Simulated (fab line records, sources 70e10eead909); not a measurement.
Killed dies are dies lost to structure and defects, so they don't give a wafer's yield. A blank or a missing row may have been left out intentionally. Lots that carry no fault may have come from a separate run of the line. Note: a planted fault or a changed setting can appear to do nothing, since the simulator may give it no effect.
Which tool is to blame?	flow nand harc	72 wafers from 24 lots sampled at 6 of the route's 1302 steps

== WHAT EACH GAUGE READ, for each wafer ==
NHARC_A_CONTACT_OVL_MEAS_09. Usual: overlay x nm 0.2 nm, standard deviation 0.78; overlay y nm -0.1 nm, standard deviation 0.82.
lot	measured	on	overlay x nm (nm)	overlay y nm (nm)	flag
L074	day 22 17:03	overlay-02	-0.4 0.3 0.1	-0.2 0.5 0.4	
L077	day 23 05:40	overlay-01	0.5 -0.3 -0.2	0.6 0.3 0.3	
L076	day 23 08:34	overlay-01	-0.2 -0.3 -0.3	-1.4 -1.6 -1.3	
L075	day 23 10:22	overlay-01	0.1 0.1 0.1	-0.4 -0.8 -0.7	
L078	day 23 19:53	overlay-02	0.4 0.2 0.6	0.4 0.5 0.6	
L079	day 24 19:25	overlay-02	-0.3 -0.3 0.5	0.9 -0.1 0.7	
L080	day 25 00:19	overlay-01	0.3 0.1 -0.5	-0.4 -0.1 0.4	
L081	day 25 10:30	overlay-02	-0.4 -0.7 -0.5	-0.9 -0.8 -0.7	
L082	day 26 05:55	overlay-01	-0.4 0.0 0.5	-0.3 0.0 -0.1	
L086	day 26 18:45	overlay-02	-0.4 -0.8 0.4	1.4 1.6 1.1	
L085	day 26 19:01	overlay-01	1.3 1.6 1.6	-0.7 -0.4 -0.5	
L084	day 26 20:29	overlay-02	1.6 1.5 1.5	-0.2 -0.4 0.1	
L083	day 27 00:38	overlay-01	0.1 -0.2 0.4	-1.5 -1.1 -1.0	
L089	day 28 02:59	overlay-02	0.4 0.2 0.6	0.6 0.4 0.7	
L088	day 28 07:38	overlay-01	1.0 0.7 1.0	-1.8 -1.7 -2.1	
L087	day 28 08:38	overlay-01	0.3 0.6 0.3	-0.3 -0.3 -0.5	
L091	day 29 05:52	overlay-01	-0.1 0.3 0.4	-0.8 -0.8 -0.6	
L090	day 29 22:04	overlay-02	0.6 0.9 -0.2	-0.5 -0.4 -0.5	
L093	day 30 01:50	overlay-01	-1.3 -1.6 -0.9	-0.9 -0.7 -0.3	
L092	day 30 13:05	overlay-01	-0.4 -0.7 -0.4	0.8 0.5 1.0	
L094	day 31 01:44	overlay-02	-0.1 -0.5 -0.2	0.9 1.3 1.3	
L095	day 31 08:38	overlay-01	-0.4 -0.5 -0.6	-0.2 -0.4 -0.3	
L096	day 31 20:44	overlay-01	1.9 2.4 1.9	0.2 -0.2 0.1	
L097	day 32 02:06	overlay-01	1.6 1.1 1.4	0.9 0.9 0.7	

NHARC_A_M0_THK_MEAS_24: measures by xrf. Usual: thk nm at 114.3 nm, with a standard deviation of 1.6.
lot	measured	on	thk nm (nm)	flag
L074	day 23 05:42	film metro-01	116.7 115.0 113.3	
L077	day 23 20:49	film metro-02	113.8 114.9 113.2	
L076	day 23 22:08	film metro-02	115.3 113.2 113.7	
L075	day 24 00:23	film metro-01	112.9 113.2 112.3	
L078	day 24 08:41	film metro-01	116.2 117.1 116.5	
L079	day 25 08:40	film metro-01	114.2 114.6 112.6	
L080	day 25 13:40	film metro-01	114.7 114.9 115.3	
L081	day 25 23:40	film metro-02	113.7 113.5 111.3	
L082	day 26 19:14	film metro-01	114.3 113.6 113.2	
L086	day 27 07:25	film metro-02	115.5 115.0 113.3	
L085	day 27 07:58	film metro-02	110.9 115.0 113.5	
L084	day 27 09:54	film metro-02	114.0 115.7 113.5	
L083	day 27 13:30	film metro-01	116.9 117.7 116.9	
L089	day 28 15:41	film metro-01	113.5 114.2 115.8	
L088	day 28 20:26	film metro-02	116.3 115.3 116.2	
L087	day 28 21:52	film metro-01	115.2 115.5 118.5	
L091	day 29 18:38	film metro-02	113.3 113.2 113.0	
L090	day 30 10:59	film metro-01	115.9 113.6 115.1	
L093	day 30 15:35	film metro-02	114.6 114.2 116.4	
L092	day 31 02:04	film metro-02	115.0 116.1 115.3	
L094	day 31 14:56	film metro-02	114.2 112.6 113.8	
L095	day 31 21:20	film metro-02	111.2 115.0 112.6	
L096	day 32 09:46	film metro-02	115.1 115.4 116.7	
L097	day 32 15:00	film metro-02	114.5 113.1 112.9	

== TOOL THAT RAN EACH LOT (tool first, then ch and the chambers of the sampled wafers, then the start) ==
lot	NHARC_A_CONTACT_ETCH_138	NHARC_A_BLC_ETCH_16	NHARC_A_BLC_CVD_24	NHARC_A_M0_ANNEAL_30
L074	har cap etch-01 ch 0,1, day 22 19:17	rie diel-04 ch 1,2,3, day 22 23:26	cvd w-02 ch 0,1, day 23 05:02 or earlier	rtp anneal-02 ch 0, day 23 05:02
L077	har cap etch-03 ch 0,1, day 23 08:12	rie diel-04 ch 1,2,3, day 23 14:14	cvd w-02 ch 0,1, day 23 20:16 or earlier	rtp anneal-02 ch 0, day 23 20:16
L076	har cap etch-01 ch 1, day 23 11:23	rie diel-09 ch 0,2, day 23 15:45	cvd w-01 ch 0, day 23 21:28 or earlier	rtp anneal-01 ch 0, day 23 21:28
L075	har cap etch-03 ch 0,1, day 23 13:29	rie diel-09 ch 1,2,3, day 23 18:03	cvd w-02 ch 0,1, day 23 23:43 or earlier	rtp anneal-01 ch 0, day 23 23:43
L078	har cap etch-02 ch 0,1, day 23 22:07	rie diel-11 ch 0,1,2, day 24 02:24	cvd w-02 ch 0,1, day 24 08:04 or earlier	rtp anneal-01 ch 0, day 24 08:04
L079	har cap etch-02 ch 1, day 24 22:03	rie diel-04 ch 1,2,3, day 25 02:26	cvd w-02 ch 0, day 25 08:01 or earlier	rtp anneal-01 ch 0, day 25 08:01
L080	har cap etch-01 ch 0,1, day 25 03:14	rie diel-11 ch 1,3, day 25 07:21	cvd w-02 ch 0,1, day 25 13:01 or earlier	rtp anneal-01 ch 0, day 25 13:01
L081	har cap etch-01 ch 0,1, day 25 13:04	rie diel-09 ch 2,3, day 25 17:25	cvd w-01 ch 1, day 25 23:04 or earlier	rtp anneal-01 ch 0, day 25 23:04
L082	har cap etch-03 ch 0,1, day 26 08:45	rie diel-04 ch 0,1,3, day 26 12:59	cvd w-01 ch 0,1, day 26 18:41 or earlier	rtp anneal-02 ch 0, day 26 18:41
L086	har cap etch-03 ch 0,1, day 26 21:02	rie diel-11 ch 1,2, day 27 01:10	cvd w-01 ch 0,1, day 27 06:49 or earlier	rtp anneal-02 ch 0, day 27 06:49
L085	har cap etch-02 ch 0,1, day 26 21:15	rie diel-04 ch 0,2,3, day 27 01:31	cvd w-02 ch 0,1, day 27 07:18 or earlier	rtp anneal-01 ch 0, day 27 07:18
L084	har cap etch-01 ch 0,1, day 26 23:04	rie diel-04 ch 0,2,3, day 27 03:32	cvd w-02 ch 1, day 27 09:17 or earlier	rtp anneal-01 ch 0, day 27 09:17
L083	har cap etch-03 ch 1, day 27 02:52	rie diel-04 ch 0,3, day 27 07:09	cvd w-01 ch 0, day 27 12:51 or earlier	rtp anneal-01 ch 0, day 27 12:51
L089	har cap etch-01 ch 1, day 28 05:13	rie diel-11 ch 1,2,3, day 28 09:29	cvd w-01 ch 0,1, day 28 15:01 or earlier	rtp anneal-01 ch 0, day 28 15:01
L088	har cap etch-03 ch 0,1, day 28 09:55	rie diel-09 ch 2,3, day 28 14:08	cvd w-01 ch 0,1, day 28 19:47 or earlier	rtp anneal-02 ch 0, day 28 19:47
L087	har cap etch-01 ch 0,1, day 28 10:58	rie diel-04 ch 2,3, day 28 15:36	cvd w-01 ch 0,1, day 28 21:19 or earlier	rtp anneal-02 ch 0, day 28 21:19
L091	har cap etch-02 ch 1, day 29 08:05	rie diel-11 ch 0,2,3, day 29 12:31	cvd w-02 ch 0, day 29 18:01 or earlier	rtp anneal-02 ch 0, day 29 18:01
L090	har cap etch-02 ch 0,1, day 30 00:24	rie diel-11 ch 1,2,3, day 30 04:41	cvd w-01 ch 0,1, day 30 10:20 or earlier	rtp anneal-02 ch 0, day 30 10:20
L093	har cap etch-03 ch 0,1, day 30 04:10	rie diel-04 ch 0,1,3, day 30 09:19	cvd w-01 ch 0,1, day 30 15:02 or earlier	rtp anneal-02 ch 0, day 30 15:02
L092	har cap etch-01 ch 0,1, day 30 15:25	rie diel-09 ch 0,3, day 30 19:38	cvd w-01 ch 0,1, day 31 01:34 or earlier	rtp anneal-02 ch 0, day 31 01:34
L094	har cap etch-02 ch 0,1, day 31 04:22	rie diel-04 ch 0,1,3, day 31 08:49	cvd w-02 ch 0,1, day 31 14:16 or earlier	rtp anneal-01 ch 0, day 31 14:16
L095	har cap etch-02 ch 0,1, day 31 10:55	rie diel-11 ch 2,3, day 31 15:11	cvd w-02 ch 1, day 31 20:43 or earlier	rtp anneal-01 ch 0, day 31 20:43
L096	har cap etch-03 ch 0,1, day 31 23:22	rie diel-09 ch 0,1,2, day 32 03:38	cvd w-01 ch 0,1, day 32 09:09 or earlier	rtp anneal-01 ch 0, day 32 09:09
L097	har cap etch-02 ch 0,1, day 32 04:26	rie diel-04 ch 0,1,3, day 32 08:42	cvd w-01 ch 0, day 32 14:24 or earlier	rtp anneal-01 ch 0, day 32 14:24
- NHARC_A_CONTACT_ETCH_138: etches the open film in C4F8/O2/Ar, time 311 s, target depth 1914 nm.
- NHARC_A_BLC_ETCH_16: etches the open film in CF4, target depth 39 nm, time 65 s.
- NHARC_A_BLC_CVD_24: deposits W, target thk 150 nm, time 434 s.
- NHARC_A_M0_ANNEAL_30: time 90 s.

== AS READ BY THE TOOLS THEMSELVES (means over the sampled wafers that have a number; for cases with no such wafer, the mark the record gives instead) ==
NHARC_A_BLC_ETCH_16. Usual: bias w 100.0 W, standard deviation 0.31; drypump motor current A 5.7 A, standard deviation 0.42; oes product au 1.001 a.u., standard deviation 0.0093; rf vpp V 151.1 V, standard deviation 1.4; showerhead plenum p Torr 1.75 Torr, standard deviation 0.084; throttle valve pct 13.283 %, standard deviation 0.01.
lot	tool	bias w (W)	drypump motor current A (A)	oes product au (a.u.)	rf vpp V (V)	showerhead plenum p Torr (Torr)	throttle valve pct (%)	flag
L074	rie diel-04	99.9	5.9	1.001	150.1	1.70	13.274	
L077	rie diel-04	99.5	5.9	1.001	150.7	1.70	13.283	
L076	rie diel-09	100.2	6.3	0.996	151.8	1.84	13.289	
L075	rie diel-09	99.7	5.6	1.012	151.7	1.77	13.287	
L078	rie diel-11	100.1	5.5	1.007	151.4	1.81	13.279	
L079	rie diel-04	99.8	6.0	1.002	149.9	1.70	13.284	
L080	rie diel-11	100.1	5.7	1.003	152.4	1.88	13.282	
L081	rie diel-09	99.9	5.9	1.010	151.9	1.78	13.287	
L082	rie diel-04	100.2	5.8	1.001	149.8	1.69	13.281	
L086	rie diel-11	100.2	5.5	0.999	151.7	1.85	13.278	
L085	rie diel-04	100.3	5.5	0.996	151.3	1.70	13.271	
L084	rie diel-04	100.0	5.5	0.999	149.8	1.70	13.286	
L083	rie diel-04	100.0	5.4	0.990	149.1	1.69	13.269	
L089	rie diel-11	99.9	5.6	0.995	153.1	1.85	13.280	
L088	rie diel-09	100.3	5.8	1.000	151.6	1.77	13.286	
L087	rie diel-04	99.9	5.7	0.993	149.7	1.69	13.295	
L091	rie diel-11	99.7	5.6	1.010	152.3	1.81	13.281	
L090	rie diel-11	100.0	5.5	1.008	151.6	1.85	13.287	
L093	rie diel-04	100.2	5.8	1.003	150.4	1.68	13.288	
L092	rie diel-09	100.2	5.8	0.998	152.1	1.80	13.293	
L094	rie diel-04	100.1	5.8	1.003	149.8	1.68	13.285	
L095	rie diel-11	100.1	5.7	1.005	152.6	1.84	13.288	
L096	rie diel-09	100.1	6.0	1.003	152.2	1.81	13.279	
L097	rie diel-04	99.8	5.8	1.010	150.3	1.68	13.294	

NHARC_A_BLC_CVD_24. Usual: heater power w 449 W, standard deviation 46; throttle valve pct 8.18 %, standard deviation 0.23.
lot	tool	heater power w (W)	throttle valve pct (%)	flag
L074	cvd w-02	454	8.30	
L077	cvd w-02	493	8.16	
L076	cvd w-01	464	8.34	
L075	cvd w-02	452	8.19	
L078	cvd w-02	452	8.24	
L079	cvd w-02	420	8.34	
L080	cvd w-02	452	8.33	
L081	cvd w-01	419	7.87	
L082	cvd w-01	426	8.11	
L086	cvd w-01	424	8.05	
L085	cvd w-02	455	8.46	
L084	cvd w-02	542	8.51	
L083	cvd w-01	433	8.26	
L089	cvd w-01	431	8.22	
L088	cvd w-01	431	8.06	
L087	cvd w-01	427	8.17	
L091	cvd w-02	415	8.26	
L090	cvd w-01	424	8.20	
L093	cvd w-01	425	8.10	
L092	cvd w-01	424	8.20	
L094	cvd w-02	480	7.94	
L095	cvd w-02	516	8.11	
L096	cvd w-01	438	8.10	
L097	cvd w-01	456	8.31	

NHARC_A_M0_ANNEAL_30. Usual: wafer_temp_C_max at 225.81, with a standard deviation of 0.25.
lot	tool	wafer_temp_C_max	flag
L074	rtp anneal-02	226.07	
L077	rtp anneal-02	225.76	
L076	rtp anneal-01	225.58	
L075	rtp anneal-01	225.76	
L078	rtp anneal-01	225.60	
L079	rtp anneal-01	225.70	
L080	rtp anneal-01	225.87	
L081	rtp anneal-01	225.94	
L082	rtp anneal-02	226.17	
L086	rtp anneal-02	226.07	
L085	rtp anneal-01	225.51	
L084	rtp anneal-01	225.58	
L083	rtp anneal-01	225.90	
L089	rtp anneal-01	225.60	
L088	rtp anneal-02	225.96	
L087	rtp anneal-02	225.97	
L091	rtp anneal-02	225.93	
L090	rtp anneal-02	225.94	
L093	rtp anneal-02	225.89	
L092	rtp anneal-02	225.83	
L094	rtp anneal-01	225.81	
L095	rtp anneal-01	225.97	
L096	rtp anneal-01	225.79	
L097	rtp anneal-01	225.66	

== THE ANSWER, worked out from the rows above alone ==
Rule: lot off if the mean of its wafers having a number is beyond 3 standard deviations from the usual mean. Also off: a lot with no number at a reading for which 4 or more lots have one. All remaining lots with rows at the step are treated as sound. After the gauges, taken in route order, come the tools' own readings; for these a lot's mean is taken, as printed above. At the first step where some lot is off, the reading lying furthest off is the one used; lots without a number count as furthest.
Across all readings shown, no lot is off: no conclusion can be drawn from this.

== WHAT THE SIMULATOR HAD PUT IN ==
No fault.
